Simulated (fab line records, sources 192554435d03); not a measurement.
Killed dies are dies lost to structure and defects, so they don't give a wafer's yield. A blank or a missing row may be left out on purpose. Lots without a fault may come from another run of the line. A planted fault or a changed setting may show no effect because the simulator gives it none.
Chamber matching | flow n5_finfet | N5_SD_EPI_N_DESCUM_14 on rie_diel-04: 4 sister chambers
The step chemistry O2, time 7.9 s. 4 wafers are shown with their chamber, then 9 later ones without.

WAFERS WITH THEIR CHAMBER
wafer  | chamber | showerhead_plenum_p_Torr (Torr)
L085.2 | 0       | 2.08
L091.4 | 2       | 2.04
L091.5 | 3       | 2.22
L091.6 | 1       | 2.05

WAFERS WITHOUT THEIR CHAMBER
wafer  | showerhead_plenum_p_Torr (Torr)
L092.1 | 2.07
L092.4 | 2.07
L092.6 | 2.04
L095.1 | 2.07
L095.3 | 2.05
L095.4 | 2.04
L097.1 | 2.05
L097.4 | 2.07
L097.5 | 2.04

WHICH CHAMBER EACH WENT THROUGH
wafer  | from the rows above     | in truth
L092.1 | can't be placed: 0 or 1 | 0
L092.4 | can't be placed: 0 or 1 | 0
L092.6 | can't be placed: 2 or 1 | 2
L095.1 | can't be placed: 0 or 1 | 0
L095.3 | can't be placed: 1 or 2 | 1
L095.4 | can't be placed: 2 or 1 | 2
L097.1 | can't be placed: 1 or 2 | 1
L097.4 | can't be placed: 0 or 1 | 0
L097.5 | can't be placed: 2 or 1 | 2
Placed correctly: 0 of 9. Can't be placed from these rows: 9 (the true chamber is among the candidates in 9). Placed wrongly: 0.
How it was worked out, from the rows above alone: a wafer's distance from a chamber is the root of the sum, over the readings, of the square of ((its reading less the chamber's mean) divided by the reading's scatter). The wafer belongs to the nearest chamber; if the next one is less than 2 further off, it can't be placed. A chamber's mean is the mean of its shown wafers. The scatter: with one shown wafer a chamber, the root of the mean of the squares of how far each hidden wafer lies from its nearest shown one.
